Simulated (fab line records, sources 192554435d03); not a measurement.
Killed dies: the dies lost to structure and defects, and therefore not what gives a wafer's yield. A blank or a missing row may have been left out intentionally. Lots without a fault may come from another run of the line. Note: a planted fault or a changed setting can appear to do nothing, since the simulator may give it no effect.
A struck lot beside a sound one    flow n5-finfet    22 steps out of a route of 1938
Sound: these wafers, L801.2, L801.4, L801.5. Wafers L802.1, L802.5, L802.6 were the ones struck. The cause is given at the end.
At each step with rows: each side's tool, then ch and its chambers, then its first start. Under that, the readings that differ: sound wafers    struck wafers    difference of the means    sigmas: that difference in standard deviations of wafers without a fault.
alike: words and numbers the same on both sides, and readings whose means are apart by under 2 such deviations; not compared: readings that were withheld, readings missing a value for some wafer, numbers with overlapping values and no deviation given by the record, and bounds like >300 which may hide the same value.
Wherever a step has rows on one side only, a row that says differs or no value, or a row with sigmas, the two part there. Non-overlapping numbers with no deviation appear without sigmas and do not part them. Lack of a reading on every wafer of one side parts them only where that side has two or more wafers.

first, 8 steps without rows for these wafers: N5_BEOL_M1_ANNEAL_51 (time 90 s); N5_BEOL_M1_CMP_52 (polishes, stops on SiOC, t overpolish 6.8 s, target thk 40 nm); N5_BEOL_M1_PRE_CLEAN_60 (time 15 s); N5_BEOL_M1_CO_CAP_55 (material Co, precursor CCTBA/H2, target thk 2 nm, time 102.1 s); N5_BEOL_M1_PRE_CLEAN_56 (time 15 s); N5_BEOL_M1_DEP_57 (deposits SiCN from 3MS/NH3, target thk 8 nm, time 14 s); N5_BEOL_M2_ILD_DEP_00 (deposits SiOC from DEMS/O2, target thk 79 nm, time 15.3 s); N5_BEOL_M2_PECVD_72 (deposits SiO2 from TEOS/O2, target thk 16 nm, time 18 s).
N5_BEOL_M2_HM_DEP_02: deposits TiN, target thk 20 nm.
  struck on pvd-sputter-02, day 9 05:02; sound on pvd-sputter-01, day 9 00:27
  alike: throttle-valve-pct
then, 9 steps without rows for these wafers: N5_BEOL_M2_COAT_61 (time 60 s, resist thk 60 nm); N5_BEOL_M2_COAT_62 (time 60 s, resist thk 12 nm); N5_BEOL_M2_COAT_73 (time 60 s, resist thk 5 nm); N5_BEOL_M2_COAT_05 (resist thk 30 nm); N5_BEOL_M2_EBR_07; N5_BEOL_M2_SOFTBAKE_06 (time 60 s); N5_BEOL_M2_EXPOSE_08 (exposes mask M2); N5_BEOL_M2_PEB_09 (peb time 60 s); N5_BEOL_M2_DEVELOP_10 (develop time 30 s).
N5_BEOL_M2_INSPECT_13: inspects for defects (brightfield).
  struck on defect-inspect-01, day 9 06:27; sound on defect-inspect-01, day 9 00:56
reading           sound        struck         difference  sigmas
raw-defect-count  291 362 326  989 1062 1083  +718        +9
then, 1 step without rows for these wafers: N5_BEOL_M2_DESCUM_16 (chemistry O2, time 7 s).
-- a jump in the record: the struck wafers' starts before and after are 5 days apart (it breaks off in module BEOL_M2 and resumes in module BEOL_M4, where the first step shown is number 1111 of the route) --
N5_BEOL_M4_RC_MEAS_101:
  sound on prober-02 ch 0, day 17 15:47; struck on prober-02 ch 0, day 13 23:03
  alike: DIBL_N, DIBL_P, IOFF_N, IOFF_P, ION_N, ION_P, SS_N, SS_P, VT_N, VT_P
-- a jump in the record: the struck wafers' starts before and after are 5 days apart (it breaks off in module BEOL_M4 and resumes in module PASSIVATION, where the first step shown is number 1936 of the route) --
N5_PASSIVATION_PROBE_49:
  only the struck wafers here have rows in the record (prober-02, day 18 14:11); the sound ones have none

== WHERE THEY PART ==
First at N5_BEOL_M2_INSPECT_13; last, within this record, at N5_PASSIVATION_PROBE_49.

WHY: the cause the simulator had injected
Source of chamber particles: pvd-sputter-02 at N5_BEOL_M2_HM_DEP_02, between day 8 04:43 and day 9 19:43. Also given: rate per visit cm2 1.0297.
